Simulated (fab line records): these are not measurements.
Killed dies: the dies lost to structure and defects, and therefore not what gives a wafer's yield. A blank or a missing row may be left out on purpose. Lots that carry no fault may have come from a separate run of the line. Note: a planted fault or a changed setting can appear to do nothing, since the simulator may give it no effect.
Code-filled problem report in 8D (eight disciplines) form + flow n5-finfet + the parts of the form that need people (team, actions taken, sign-off) are left out

## 1. THE PROBLEM
At N5_BEOL_M1_CVD_47, run-length-s averages 183.4 s over 4 wafers from 3 lots, while fault-free wafers read 246.7 s, standard deviation 0.6. That is -99 or more standard deviations from the usual mean.
The step: deposits Co from CCTBA/H2, target thk 3 nm, time 223.8 s.
Seen first at day 10 16:05 on cvd-co-01, wafer L359.1. Wafers with a number at this step in the record: 27, from 11 lots. Rule for "out" (also "out of limits"): further than 4 standard deviations from the usual mean. All remaining wafers that have a number are taken as sound.

## 2. WHAT IT IS AND WHAT IT IS NOT
| question                    | is                             | is not                                                              |
|-----------------------------|--------------------------------|---------------------------------------------------------------------|
| which readings at this step | run-length-s                   | -                                                                   |
| which lots                  | L359, L362, L363               | L342, L343, L347, L348, L349, L350, L351, L353                      |
| which wafers of those lots  | L359.1, L362.1, L362.4, L363.4 | L359.5, L363.3, L363.6                                              |
| read on which tools         | cvd-co-01                      | cvd-co-02                                                           |
| when                        | from day 10 16:05              | up to then (21 sound wafers); but 2 sound wafers of L363 came after |

## 3. WHAT RULES OUT EACH SUSPECT
Counting: a tool at a process step up to the reading stays a suspect if it ran every lot that is out. Sound lots after the first of them don't rule it out here, since some wafers of a struck lot are sound.
- cvd-co-01 at N5_BEOL_M1_CVD_47 (deposits Co from CCTBA/H2, target thk 3 nm, time 223.8 s): kept. Every lot that is out went through it, the first being L359 (day 10 16:05); the last sound lot it ran before that was L351 (day 8 17:11). On those wafers its own readings are out: run-length-s.
Remaining after the count: cvd-co-01 at N5_BEOL_M1_CVD_47.

## 4. THE CAUSE (what the simulator had put in)
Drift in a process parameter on cvd-co-01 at N5_BEOL_M1_CVD_47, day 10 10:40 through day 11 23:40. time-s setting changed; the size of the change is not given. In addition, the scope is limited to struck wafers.
Only this tool survived the counting.

## 5. SEQUENCE OF EFFECTS, ordered by route
One row per reading whose mean, taken over the struck wafers that have a number, lies over 3 standard deviations from the usual. Only readings whose record carries a usual standard deviation are examined. hours: median over the lots of the time between each lot's start at the first step of this table that gives one and its start at this step. sigmas: the change, counted in usual standard deviations.
| hours | step              | reading      | usual   | on struck wafers | change | sigmas      |
|-------|-------------------|--------------|---------|------------------|--------|-------------|
| 0     | N5_BEOL_M1_CVD_47 | run-length-s | 246.7 s | 183.4            | -63.2  | -99 or more |
Its process steps:
- N5_BEOL_M1_CVD_47: deposits Co from CCTBA/H2, target thk 3 nm, time 223.8 s.
Later steps that measure or inspect, where all struck wafers having a row at the step show a number for every such reading and not one has moved that far: N5_BEOL_M4_RC_MEAS_101.

## 6. WHAT WOULD HAVE CAUGHT IT SOONER
First out-of-limits reading in this record: day 10 16:05, which is 5 hours after fault onset at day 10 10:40.
